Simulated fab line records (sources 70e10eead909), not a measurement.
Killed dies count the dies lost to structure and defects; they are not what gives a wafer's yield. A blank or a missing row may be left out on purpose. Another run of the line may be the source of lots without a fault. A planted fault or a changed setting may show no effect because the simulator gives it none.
Matching of chambers | flow nand_harc | NHARC_A_STAIRCASE_DEP_259 on pecvd-04 has 3 sister chambers
The step deposits SiON, target thk 30 nm. 3 wafers are shown with their chamber, then 7 later ones without.

== EACH WAFER AND ITS CHAMBER ==
wafer  | chamber | heater_power_w (W)
L087.5 | 0       | 658
L093.1 | 1       | 838
L093.3 | 2       | 682

== WAFERS WITH NO CHAMBER GIVEN ==
wafer  | heater_power_w (W)
L093.5 | 681
L094.3 | 660
L094.4 | 860
L094.5 | 665
L095.1 | 714
L095.2 | 795
L095.5 | 714

== THE CHAMBER EACH PASSED THROUGH ==
wafer  | from the rows above     | in truth
L093.5 | can't be placed: 2 or 0 | 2
L094.3 | can't be placed: 0 or 2 | 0
L094.4 | 1                       | 1
L094.5 | can't be placed: 0 or 2 | 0
L095.1 | can't be placed: 2 or 0 | 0
L095.2 | 1                       | 1
L095.5 | can't be placed: 2 or 0 | 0
Correct placement for 2 of the 7. From these rows, 5 cannot be placed; in 5 the true chamber is one of the candidates. Wrongly placed: 0.
How it was worked out, from the rows above alone: a wafer's distance from a chamber is the root of the sum, over the readings, of the square of ((its reading less the chamber's mean) divided by the reading's scatter). The wafer belongs to the nearest chamber; if the next one is less than 2 further off, it can't be placed. For every chamber, the mean is computed from those of its wafers that are shown. The scatter: root of mean squared gap, hidden wafer to nearest shown wafer, with one shown wafer a chamber.
